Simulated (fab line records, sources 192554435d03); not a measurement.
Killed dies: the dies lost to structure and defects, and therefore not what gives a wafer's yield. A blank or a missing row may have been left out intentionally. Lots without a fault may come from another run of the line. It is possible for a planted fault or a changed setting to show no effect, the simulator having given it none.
Problem report in the 8D (eight disciplines) form, filled by code ; flow n5_finfet ; the parts of the form that need people (team, actions taken, sign-off) are left out

1. WHAT WENT WRONG
Wafers without a fault read 1499.8 rpm, standard deviation 1.1; spin_speed_rpm at N5_MOL_CONTACT_COAG_COAT_103 reads a mean of 1557.6 rpm on 6 wafers belonging to 2 lots. Measured from the usual mean, that is +53 standard deviations.
The step: time 60 s, resist thk 80 nm.
Earliest sighting: wafer L234.1 on litho_track-04 at day 8 23:56. At this step, 30 wafers from 10 lots have a number in the record. The rule behind "out" and "out of limits": a value lying over 4 standard deviations away from the usual mean. Any other wafer with a number is counted as sound.

2. WHAT IT IS, AND WHAT IT ISN'T
question;is;is not
which readings at this step;spin_speed_rpm;-
which lots;L234, L235;L219, L220, L222, L223, L224, L226, L229, L238
which wafers of those lots;all that have a number;-
read on which tools;litho_track-04;litho_track-02, litho_track-05
when;from day 8 23:56;"up to then (21 sound wafers); but 3 sound wafers of L238 came after"

3. SUSPECTS, AND WHAT RULES EACH OUT
Counting: a tool at any process step up to the reading remains a suspect when it ran all the lots that are out and ran no sound lot after the first of those.
- rie_metal-01 at N5_GATE_CUT_VAPOR_ETCH_49 (etches TiAlC in BCl3/Cl2): kept. It processed each lot that is out, first L234 at day 8 21:06, and no sound lot thereafter; up to then, the last sound lot it processed was L229 at day 7 20:17.
- litho_track-04 at N5_MOL_CONTACT_COAG_COAT_103 (time 60 s, resist thk 80 nm): kept. It processed each lot that is out, first L234 at day 8 23:56, and no sound lot thereafter; up to then, the last sound lot it processed was L229 at day 7 23:07. Its own spin_speed_rpm readings are out on those wafers.
The count leaves litho_track-04 at N5_MOL_CONTACT_COAG_COAT_103 and rie_metal-01 at N5_GATE_CUT_VAPOR_ETCH_49.

4. THE CAUSE (what the simulator had put in)
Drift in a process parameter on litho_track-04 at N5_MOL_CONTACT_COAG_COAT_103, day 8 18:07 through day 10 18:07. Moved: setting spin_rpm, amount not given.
This tool is one of the 2 suspects left after counting.

5. THE EFFECT CHAIN, in route order
One row per reading whose mean, taken over the struck wafers that have a number, lies over 3 standard deviations from the usual. Only readings whose record carries a usual standard deviation are examined. hours: median over the lots of the time between each lot's start at the first step of this table that gives one and its start at this step. sigmas: the change, counted in usual standard deviations.
hours;step;reading;usual;on struck wafers;change;sigmas
0;N5_MOL_CONTACT_COAG_COAT_103;spin_speed_rpm;1499.8 rpm;1557.6;+57.8;+53
Process steps it contains:
- N5_MOL_CONTACT_COAG_COAT_103: time 60 s, resist thk 80 nm.
Later steps that measure or inspect, where all struck wafers having a row at the step show a number for every such reading and not one has moved that far: N5_MOL_CONTACT_COAG_INSPECT_10, N5_BEOL_M4_RC_MEAS_101.

6. HOW IT WOULD HAVE BEEN CAUGHT EARLIER
6 hours passed between the start of the fault at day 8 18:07 and the first reading out of limits in this record, taken at day 8 23:56.
